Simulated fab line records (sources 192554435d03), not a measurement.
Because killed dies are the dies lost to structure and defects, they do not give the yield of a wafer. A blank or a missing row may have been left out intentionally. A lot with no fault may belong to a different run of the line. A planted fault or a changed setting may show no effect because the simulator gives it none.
Code-filled problem report in 8D (eight disciplines) form    flow n5 finfet    the parts of the form that need people (team, actions taken, sign-off) are left out

== 1. THE PROBLEM ==
Wafers without a fault read 15, standard deviation 5.6; killed_at_M4_up at N5_PASSIVATION_PROBE_49 reads a mean of 164 on 2 wafers belonging to 2 lots. That puts it +27 standard deviations away from the usual mean.
Earliest sighting: wafer L743.2 on prober-01 at day 20 11:59. The record holds 6 wafers of 2 lots with a number at this step. Rule for "out" (also "out of limits"): further than 4 standard deviations from the usual mean. Any other wafer with a number is counted as sound.

== 2. WHAT IT IS AND WHAT IT IS NOT ==
question                     is                                                                                                    is not
which readings at this step  killed_at_M4_up, defect limited yield, killed dies, sort_bin_5_function, sort n pass, sort yield pct  killed_at_M0_to_M3, killed at contacts, killed at front end, killed at other, killed open, killed short, sort_bin_4_leakage, sort_bin_6_memory, sort_bin_8_speed
which lots                   L743, L748                                                                                            -
which wafers of those lots   L743.2, L748.5                                                                                        L743.1, L743.6, L748.2, L748.3
read on which tools          prober-01, prober-02                                                                                  -
when                         from day 20 11:59                                                                                     up to then (1 sound wafer); but 3 sound wafers of L743, L748 came after

== 3. THE SUSPECTS, EACH WITH WHAT RULES IT OUT ==
Counting: if a tool at a process step up to the reading ran every lot that is out, it stays a suspect. Sound lots after the first of them don't rule it out here, since some wafers of a struck lot are sound.
- wet bench-05 at N5_BEOL_M7_PRECLEAN_42 (cleans in residue remover, time 60 s): kept. It ran every lot that is out, first L743 (day 17 00:38).
Left after counting: wet bench-05 at N5_BEOL_M7_PRECLEAN_42.

== 4. THE CAUSE (what the simulator had put in) ==
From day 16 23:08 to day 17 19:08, wet bench-05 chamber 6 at N5_BEOL_M7_PRECLEAN_42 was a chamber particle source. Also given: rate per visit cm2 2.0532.
After counting, this tool was the only one left.

== 5. SEQUENCE OF EFFECTS, ordered by route ==
Rows list readings where the struck wafers' mean (over those with a number) sits beyond 3 standard deviations from the usual. Readings are gone through only where the record gives a usual standard deviation; hours: the median, over the lots, of the time from a lot's start at the first step in this table giving one to that lot's start at this step; sigmas: the change measured in usual standard deviations.
hours  step                     reading               usual   on struck wafers  change  sigmas
0      N5_PASSIVATION_PROBE_49  defect limited yield  90.9 %  78.6              -12.3   -7.7
0      N5_PASSIVATION_PROBE_49  killed_at_M4_up       15      164               +149    +27
0      N5_PASSIVATION_PROBE_49  killed dies           107     252               +146    +7.7
0      N5_PASSIVATION_PROBE_49  sort_bin_5_function   5.3 %   12.4              +7.1    +7.1
0      N5_PASSIVATION_PROBE_49  sort n pass           1072    928               -144    -7.2
0      N5_PASSIVATION_PROBE_49  sort yield pct        90.9 %  78.6              -12.3   -7.2
Here are the process steps it includes:
- N5_PASSIVATION_PROBE_49

== 6. WHAT WOULD HAVE CAUGHT IT SOONER ==
In this record no reading fell out of limits until day 20 11:59, 85 hours after the fault had begun at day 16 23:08.
All the lots that are out (2) had begun N5_BEOL_M7_PRECLEAN_42 on wet bench-05 by day 20 11:59. A hold on the tool at that time would have spared none of them.
